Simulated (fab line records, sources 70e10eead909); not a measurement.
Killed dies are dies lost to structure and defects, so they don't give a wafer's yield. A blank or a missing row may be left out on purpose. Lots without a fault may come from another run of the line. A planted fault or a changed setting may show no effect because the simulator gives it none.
Chamber matching | flow nand_harc | NHARC_A_STAIRCASE_CMP_472 on cmp-02: 4 sister chambers
The step polishes SiO2. 4 wafers are shown with their chamber, then 8 later ones without.

WAFERS WITH THEIR CHAMBER
wafer  | chamber | motor_current_A (A)
L076.5 | 1       | 11.9
L081.1 | 3       | 13.5
L081.6 | 2       | 11.5
L089.2 | 0       | 12.6

WAFERS WITHOUT THEIR CHAMBER
wafer  | motor_current_A (A)
L089.4 | 13.3
L089.5 | 14.2
L091.1 | 13.2
L091.3 | 13.9
L091.6 | 12.4
L093.2 | 13.4
L093.3 | 12.5
L093.6 | 12.4

WHICH CHAMBER EACH WENT THROUGH
wafer  | from the rows above     | in truth
L089.4 | can't be placed: 3 or 0 | 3
L089.5 | 3                       | 3
L091.1 | can't be placed: 3 or 0 | 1
L091.3 | 3                       | 3
L091.6 | can't be placed: 0 or 1 | 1
L093.2 | 3                       | 3
L093.3 | can't be placed: 0 or 1 | 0
L093.6 | can't be placed: 0 or 1 | 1
Placed correctly: 3 of 8. Can't be placed from these rows: 5 (the true chamber is among the candidates in 4). Placed wrongly: 0.
How it was worked out, from the rows above alone: a wafer's distance from a chamber is the root of the sum, over the readings, of the square of ((its reading less the chamber's mean) divided by the reading's scatter). The wafer belongs to the nearest chamber; if the next one is less than 2 further off, it can't be placed. A chamber's mean is the mean of its shown wafers. The scatter: with one shown wafer a chamber, the root of the mean of the squares of how far each hidden wafer lies from its nearest shown one.
